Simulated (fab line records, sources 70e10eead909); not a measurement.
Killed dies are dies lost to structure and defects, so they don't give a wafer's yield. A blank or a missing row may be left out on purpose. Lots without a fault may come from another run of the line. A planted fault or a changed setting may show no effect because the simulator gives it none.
A struck lot beside a sound one | flow nand_harc | 15 steps out of a route of 1302
Sound: wafers L286.1, L286.3, L286.5. Struck: wafers L283.4, L283.5. (L283.1 of the same lot was not struck and is left out.) The cause comes at the end.
At each step with rows: each side's tool, then ch and its chambers, then its first start. Under that, the readings that differ: sound wafers | struck wafers | difference of the means | sigmas: that difference in standard deviations of wafers without a fault.
alike: readings whose means differ by less than 2 such deviations, and words and numbers that are the same on both sides. not compared: withheld readings, readings that some wafer has no value for, bounds like >300 that may hide the same value, and numbers for which the record gives no deviation and whose values overlap.
The two part at a step that has a row with sigmas, a row that says differs or no value, or rows on one side only. Numbers that don't overlap but have no deviation are shown without sigmas and don't part them. A reading that every wafer of one side lacks parts them only if that side has two wafers or more.

first, 8 steps without rows for these wafers: NHARC_P_M1_HMDS_02 (time 30 s); NHARC_P_M1_COAT_34 (time 65 s); NHARC_P_M1_COAT_03 (resist thk 90 nm); NHARC_P_M1_SOFTBAKE_04 (time 55 s); NHARC_P_M1_EBR_05; NHARC_P_M1_EXPOSE_06 (exposes mask P M1, target cd 130 nm); NHARC_P_M1_PEB_07 (peb time 65 s); NHARC_P_M1_DEVELOP_08 (develop time 35 s).
NHARC_P_M1_CD_MEAS_09: target cd 130 nm.
  sound on cd_sem-02 ch 0, day 14 02:11; struck on cd_sem-02 ch 0, day 12 21:44
  alike: cd_nm
NHARC_P_M1_OVL_MEAS_10: pitch 260 nm.
  sound on overlay-01, day 14 02:16; struck on overlay-01, day 12 21:50
  alike: overlay_x_nm, overlay_y_nm
NHARC_P_M1_INSPECT_11:
  sound on defect_inspect-02, day 14 02:19; struck on defect_inspect-02, day 12 21:52
  alike: raw_defect_count
NHARC_P_M1_DESCUM_14: chemistry O2, time 3 s.
  sound on rie_diel-11 ch 0,1,3, day 14 02:23; struck on rie_diel-10 ch 0,2, day 12 21:56
  reading               | sound             | struck      | difference | sigmas
  oes_product_au (a.u.) | 1.013 1.018 1.002 | 0.982 0.995 | -0.022     | -2
  alike: chamber_pressure_mTorr, drypump_motor_current_A, o2_flow_sccm, rf_vpp_V, showerhead_plenum_p_Torr, throttle_valve_pct
  not compared: rf_hours_counter_h
NHARC_P_M1_ETCH_35: etches the open film in N2/H2, target depth 40 nm, overetch 12 nm, time 43.94 s.
  sound on rie_diel-11 ch 0,2,3, day 14 02:28; struck on rie_diel-10 ch 0,2, day 12 22:01
  reading               | sound             | struck      | difference | sigmas
  oes_product_au (a.u.) | 0.994 1.001 1.011 | 0.839 0.841 | -0.162     | -17
  alike: chamber_pressure_mTorr, drypump_motor_current_A, rf_vpp_V, showerhead_plenum_p_Torr, throttle_valve_pct
  not compared: rf_hours_counter_h
NHARC_P_M1_ETCH_15: etches the open film in C4F8/Ar, target depth 182.5 nm, time 91.2 s.
  sound on rie_diel-11 ch 0,1,2; struck on rie_diel-10 ch 0,2
  reading               | sound             | struck      | difference | sigmas
  oes_product_au (a.u.) | 0.929 0.927 0.918 | 0.956 0.982 | +0.044     | +2
  alike: chamber_pressure_mTorr, rf_vpp_V
  not compared: rf_hours_counter_h
-- the record jumps here: 18 days lie between the struck wafers' starts before and after (it left off in module P_M1 and takes up again in module END, whose first step shown is number 1302 of the route) --
NHARC_END_SORT_01:
  the record has rows for the struck wafers here (prober-01 ch 0, day 31 06:16) and none for the sound ones

WHERE THEY PART
First at NHARC_P_M1_DESCUM_14; last, within this record, at NHARC_END_SORT_01.

WHY: what the simulator had put in
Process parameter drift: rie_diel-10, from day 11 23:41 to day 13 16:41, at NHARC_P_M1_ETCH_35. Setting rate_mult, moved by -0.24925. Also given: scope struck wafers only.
